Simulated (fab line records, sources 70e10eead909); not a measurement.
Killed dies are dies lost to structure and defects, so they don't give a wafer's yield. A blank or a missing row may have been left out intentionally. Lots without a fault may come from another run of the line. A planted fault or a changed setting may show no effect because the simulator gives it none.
Chamber matching + flow nandHarc + NHARC_A_STAIRCASE_ETCH_444 on rieDiel-07 has 4 sister chambers
The step etches the open film in C4F8/O2, target depth 20400 nm, time 6800 s. 8 wafers are shown with their chamber, then 11 later ones without.

== WAFERS, EACH WITH ITS CHAMBER ==
| wafer  | chamber | rfVppV (V) | oesProductAu (a.u.) |
|--------|---------|------------|---------------------|
| L077.3 | 0       | 810        | 0.940               |
| L082.3 | 0       | 811        | 0.944               |
| L084.2 | 1       | 816        | 0.929               |
| L084.4 | 2       | 810        | 0.912               |
| L086.2 | 2       | 808        | 0.912               |
| L086.3 | 3       | 801        | 0.924               |
| L086.6 | 3       | 801        | 0.919               |
| L089.3 | 1       | 814        | 0.922               |

== WAFERS WITHOUT THEIR CHAMBER ==
| wafer  | rfVppV (V) | oesProductAu (a.u.) |
|--------|------------|---------------------|
| L089.4 | 809        | 0.914               |
| L089.6 | 814        | 0.925               |
| L092.3 | 811        | 0.911               |
| L092.5 | 812        | 0.909               |
| L092.6 | 801        | 0.918               |
| L094.4 | 808        | 0.926               |
| L094.5 | 801        | 0.931               |
| L094.6 | 809        | 0.929               |
| L095.2 | 810        | 0.911               |
| L095.4 | 811        | 0.919               |
| L095.5 | 813        | 0.931               |

== CHAMBER TAKEN BY EACH ==
| wafer  | from the rows above          | in truth                   |
|--------|------------------------------|----------------------------|
| L089.4 | 2                            | 2                          |
| L089.6 | 1                            | 1                          |
| L092.3 | 2                            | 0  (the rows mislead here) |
| L092.5 | 2                            | 2                          |
| L092.6 | 3                            | 3                          |
| L094.4 | can't be placed: 2 or 0      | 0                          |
| L094.5 | 3                            | 3                          |
| L094.6 | can't be placed: 0 or 2 or 1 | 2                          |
| L095.2 | 2                            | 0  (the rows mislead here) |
| L095.4 | can't be placed: 2 or 1      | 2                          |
| L095.5 | can't be placed: 1 or 0      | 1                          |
5 of 11 placed correctly. Can't be placed from these rows: 4 (the true chamber is among the candidates in 4). Number placed wrongly: 2.
How it was worked out, from the rows above alone: a wafer's distance from a chamber is the root of the sum, over the readings, of the square of ((its reading less the chamber's mean) divided by the reading's scatter). If the next closest chamber is less than 2 further off than the closest, the wafer can't be placed; otherwise it belongs to the closest. The mean given for a chamber averages the wafers shown for that chamber. How the scatter is found: for the shown wafers, subtract from each reading the mean of its chamber, square and add these, divide the total by (wafers less chambers), then take the root.
